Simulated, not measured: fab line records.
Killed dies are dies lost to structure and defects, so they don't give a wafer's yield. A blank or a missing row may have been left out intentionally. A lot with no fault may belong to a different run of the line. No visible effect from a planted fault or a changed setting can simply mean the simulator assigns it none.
Split-lot trial | flow n5_finfet | on a route of 1938 steps: 7 lots, 39 wafers read

== THE SPLIT ITSELF ==
At N5_MOL_CONTACT_COAG_ALD_27 (deposits SiOC, target thk 17 nm, pulse time 1.5 s, time 2720 s), the setting ald_cycles was moved away from the recipe's 340 on 12 of the 39 wafers read, by -47.1% to +55.3%. All remaining wafers had this setting at the recipe value.

Reading taken at the split's own step.

== THE READING ==
SiOC_of_MOL_CONTACT_COAG_ALD_27.thk_nm (the simulator's own value, which no gauge read), in nm, at N5_MOL_CONTACT_COAG_ALD_27 (deposits SiOC, target thk 17 nm, pulse time 1.5 s, time 2720 s). There is no usual value for it anywhere in the file. Across the 27 wafers here that went through the recipe, the average is 17.0 nm and the standard deviation 0.099 nm.

wafer  | tool, chamber at the split | ald_cycles as run | against the recipe | SiOC_of_MOL_CONTACT_COAG_ALD_27.thk_nm, nm | against lot-mates on the recipe
L074.1 | ald_sin-02, 3,1,2          | 340               | recipe             | 17                                         | -
L074.2 | ald_sin-02, 3,1,2          | 340               | recipe             | 17                                         | -
L074.4 | ald_sin-02, 3,1,2          | 340               | recipe             | 17                                         | -
L074.3 | ald_sin-02, 0              | 528               | +55.3%             | 26.2                                       | +9.2
L074.5 | ald_sin-02, 1,0            | 528               | +55.3%             | 26.4                                       | +9.4
L074.6 | ald_sin-02, 1,0            | 528               | +55.3%             | 26.4                                       | +9.4
L076.1 | ald_sin-03, 1,0            | 340               | recipe             | 17                                         | -
L076.6 | ald_sin-03, 1,0            | 340               | recipe             | 17                                         | -
L076.2 | ald_sin-03, 3,0,3          | 476               | +40.0%             | 23.8                                       | +6.7
L076.3 | ald_sin-03, 3,0,3          | 476               | +40.0%             | 23.8                                       | +6.7
L076.5 | ald_sin-03, 3,0,3          | 476               | +40.0%             | 23.8                                       | +6.7
L076.4 | ald_sin-03, 2              | 340               | recipe             | 17.2                                       | -
L082.1 | ald_sin-02, 3,2,1,0,2      | 340               | recipe             | 17                                         | -
L082.2 | ald_sin-02, 3,2,1,0,2      | 340               | recipe             | 17                                         | -
L082.3 | ald_sin-02, 3,2,1,0,2      | 340               | recipe             | 17                                         | -
L082.4 | ald_sin-02, 3,2,1,0,2      | 340               | recipe             | 17                                         | -
L082.6 | ald_sin-02, 3,2,1,0,2      | 340               | recipe             | 17                                         | -
L082.5 | ald_sin-02, 3              | 340               | recipe             | 16.8                                       | -
L087.1 | ald_sin-02, 3,1,1          | 340               | recipe             | 17                                         | -
L087.4 | ald_sin-02, 3,1,1          | 340               | recipe             | 17                                         | -
L087.6 | ald_sin-02, 3,1,1          | 340               | recipe             | 17                                         | -
L087.2 | ald_sin-02, 2,0,2          | 340               | recipe             | 16.8                                       | -
L087.3 | ald_sin-02, 2,0,2          | 340               | recipe             | 16.8                                       | -
L087.5 | ald_sin-02, 2,0,2          | 340               | recipe             | 16.8                                       | -
L091.1 | ald_sin-01, 2,0,2          | 340               | recipe             | 17                                         | -
L091.2 | ald_sin-01, 2,0,2          | 340               | recipe             | 17                                         | -
L091.6 | ald_sin-01, 2,0,2          | 340               | recipe             | 17                                         | -
L091.3 | ald_sin-01, 3,1,1          | 260               | -23.5%             | 13                                         | -4.0
L091.4 | ald_sin-01, 3,1,1          | 260               | -23.5%             | 13                                         | -4.0
L091.5 | ald_sin-01, 3,1,1          | 260               | -23.5%             | 13                                         | -4.0
L096.1 | ald_sin-02, 1,3,2          | 180               | -47.1%             | 9                                          | -8.1
L096.2 | ald_sin-02, 1,3,2          | 180               | -47.1%             | 9                                          | -8.1
L096.3 | ald_sin-02, 1,3,2          | 180               | -47.1%             | 9                                          | -8.1
L096.4 | ald_sin-02, 0              | 340               | recipe             | 17                                         | -
L096.5 | ald_sin-02, 0              | 340               | recipe             | 17                                         | -
L096.6 | ald_sin-02, 1              | 340               | recipe             | 17.2                                       | -
L097.2 | ald_sin-03, 0              | 340               | recipe             | 16.8                                       | -
L097.4 | ald_sin-03, 2              | 340               | recipe             | 17                                         | -
L097.5 | ald_sin-03, 2              | 340               | recipe             | 17                                         | -
Rows listing several chambers each stand for several wafers; the file does not say which wafer went through which chamber.

THE FIT
A straight line over all 39 wafers: SiOC_of_MOL_CONTACT_COAG_ALD_27.thk_nm changes by +0.17 nm for each +1% of ald_cycles; r = +1.00; the points scatter about the line by 0.09 nm.
The same after taking each lot's own level away (the mean of its wafers on the recipe; 39 wafers): +0.17 nm for each +1%; r = +1.00; scatter 0.078 nm.
Per that fit: largest ald_cycles move, reading shift of 9.4 nm.
The lots' own levels span 16.90 to 17.07 nm, that is 1.7 times the standard deviation above.
The two slopes agree, so the slope changes little with the lot-to-lot level.
Check: for one of the wafers moved furthest among these (+55.3%), held out of the fit, the line's prediction against its lot-mates is +9.39 nm. Against them it came out at +9.2 nm.

== OTHER SPLITS APPLIED TO THESE WAFERS ==
Other splits were also applied to these wafers ahead of the reading. Each is held against what the fit with the lots' levels taken away leaves over:
other split on the same wafers          | wafers away from the commonest value | r with SiOC_of_MOL_CONTACT_COAG_ALD_27.thk_nm (lot level and that fit taken away)
N5_ZERO_LAYER_DEVELOP_10 develop_time_s | 18                                   | -0.25
N5_FIN_SAQP_PECVD_47 time_s             | 12                                   | +0.12
N5_HKMG_FIN_ALD_75 target_thk_a         | 12                                   | -0.23

== THE FILE'S OWN FIT ==
SiOC_of_MOL_CONTACT_COAG_ALD_27.thk_nm changes by +0.17 nm for each +1% of ald_cycles, r = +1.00.
